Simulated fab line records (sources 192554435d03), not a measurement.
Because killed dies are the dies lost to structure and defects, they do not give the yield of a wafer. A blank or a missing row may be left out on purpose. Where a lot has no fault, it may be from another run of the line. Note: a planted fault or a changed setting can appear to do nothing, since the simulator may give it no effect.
Split-lot experiment    flow n5-finfet    route with 1938 steps; 7 lots, 39 wafers read

== THE SPLIT ITSELF ==
At N5_DUMMY_GATE_ETCH_32 (etches SiO2 in CF4, target depth 3.5 nm, time 3.9 s), the setting time-s was moved away from the recipe's 3.9 s on 12 of the 39 wafers read, by -20.6% to +10.7%. For the rest of the wafers, this setting stayed at what the recipe calls for.

Reading taken at the split's own step.

== THE READING ==
etch.depth-nm (the simulator's own value, which no gauge read), in nm, at N5_DUMMY_GATE_ETCH_32 (etches SiO2 in CF4, target depth 3.5 nm, time 3.9 s). No usual value for it is given in the file. Across the 27 wafers here that went through the recipe, the average is 3.499 nm and the standard deviation 0.025 nm.

wafer   tool, chamber at the split  time-s as run, s  against the recipe  etch.depth-nm, nm  against lot-mates on the recipe
L078.1  rie-si-04, 3                3.9               recipe              3.53               -
L078.2  rie-si-04, 2                3.9               recipe              3.478              -
L078.3  rie-si-04, 1                3.9               recipe              3.502              -
L078.4  rie-si-04, 0                3.9               recipe              3.489              -
L078.5  rie-si-04, 2                3.9               recipe              3.447              -
L078.6  rie-si-04, 3                3.9               recipe              3.483              -
L080.1  rie-si-02, 0                3.9               recipe              3.496              -
L080.2  rie-si-02, 2                3.9               recipe              3.488              -
L080.3  rie-si-02, 3                4.317             +10.7%              3.922              +0.425
L080.4  rie-si-02, 1                4.317             +10.7%              3.854              +0.357
L080.5  rie-si-02, 1                3.9               recipe              3.506              -
L080.6  rie-si-02, 0                4.317             +10.7%              3.872              +0.375
L085.1  rie-si-04, 3                3.9               recipe              3.559              -
L085.2  rie-si-04, 2                3.9               recipe              3.514              -
L085.3  rie-si-04, 1                3.9               recipe              3.502              -
L085.4  rie-si-04, 0                3.9               recipe              3.493              -
L085.5  rie-si-04, 0                3.9               recipe              3.523              -
L085.6  rie-si-04, 1                3.9               recipe              3.517              -
L088.1  rie-si-04, 0                3.9               recipe              3.463              -
L088.2  rie-si-04, 1                3.9               recipe              3.482              -
L088.3  rie-si-04, 2                3.9               recipe              3.461              -
L088.4  rie-si-04, 3                3.229             -17.2%              2.897              -0.572
L088.5  rie-si-04, 2                3.229             -17.2%              2.871              -0.598
L088.6  rie-si-04, 3                3.229             -17.2%              2.881              -0.588
L090.1  rie-si-01, 1                3.097             -20.6%              2.781              -0.710
L090.2  rie-si-01, 3                3.9               recipe              3.459              -
L090.3  rie-si-01, 0                3.097             -20.6%              2.774              -0.717
L090.4  rie-si-01, 2                3.9               recipe              3.489              -
L090.5  rie-si-01, 1                3.9               recipe              3.525              -
L090.6  rie-si-01, 2                3.097             -20.6%              2.763              -0.728
L093.1  rie-si-04, 0                3.9               recipe              3.518              -
L093.2  rie-si-04, 1                3.9               recipe              3.522              -
L093.4  rie-si-04, 2                3.9               recipe              3.521              -
L096.1  rie-si-01, 3                3.268             -16.2%              2.891              -0.614
L096.2  rie-si-01, 2                3.9               recipe              3.506              -
L096.3  rie-si-01, 0                3.9               recipe              3.495              -
L096.4  rie-si-01, 1                3.9               recipe              3.515              -
L096.5  rie-si-01, 3                3.268             -16.2%              2.905              -0.600
L096.6  rie-si-01, 0                3.268             -16.2%              2.945              -0.560

FIT RESULTS
A straight line over all 39 wafers: etch.depth-nm changes by +0.0357 nm for each +1% of time-s; r = +1.00; the points scatter about the line by 0.024 nm.
The same after taking each lot's own level away (the mean of its wafers on the recipe; 39 wafers): +0.0352 nm for each +1%; r = +1.00; scatter 0.021 nm.
Per that fit: largest time-s move, reading shift of 0.73 nm.
The lots' own levels span 3.4687 to 3.5203 nm, that is 2.1 times the standard deviation above.
The two slopes agree, so the slope changes little with the lot-to-lot level.
Check: with one of the wafers moved furthest among these (-20.6%) left out of the fit, the line predicts -0.726 nm for it against its lot-mates. It came out at -0.71 nm against them.

== ADDITIONAL SPLITS CARRIED BY THESE WAFERS ==
Before the reading, these wafers also passed through other splits. Each is held against what the fit with the lots' levels taken away leaves over:
other split on the same wafers        wafers away from the commonest value  r with etch.depth-nm (lot level and that fit taken away)
N5_FIN_CUT_CUT_ETCH_26 time-s         12                                    +0.18
N5_DUMMY_GATE_EXPOSE_12 dose-mj       9                                     -0.05
N5_DUMMY_GATE_ETCH_31 target-depth-a  18                                    -0.09

== FILE'S OWN FIT ==
etch.depth-nm changes by +0.0352 nm for each +1% of time-s, r = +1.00.
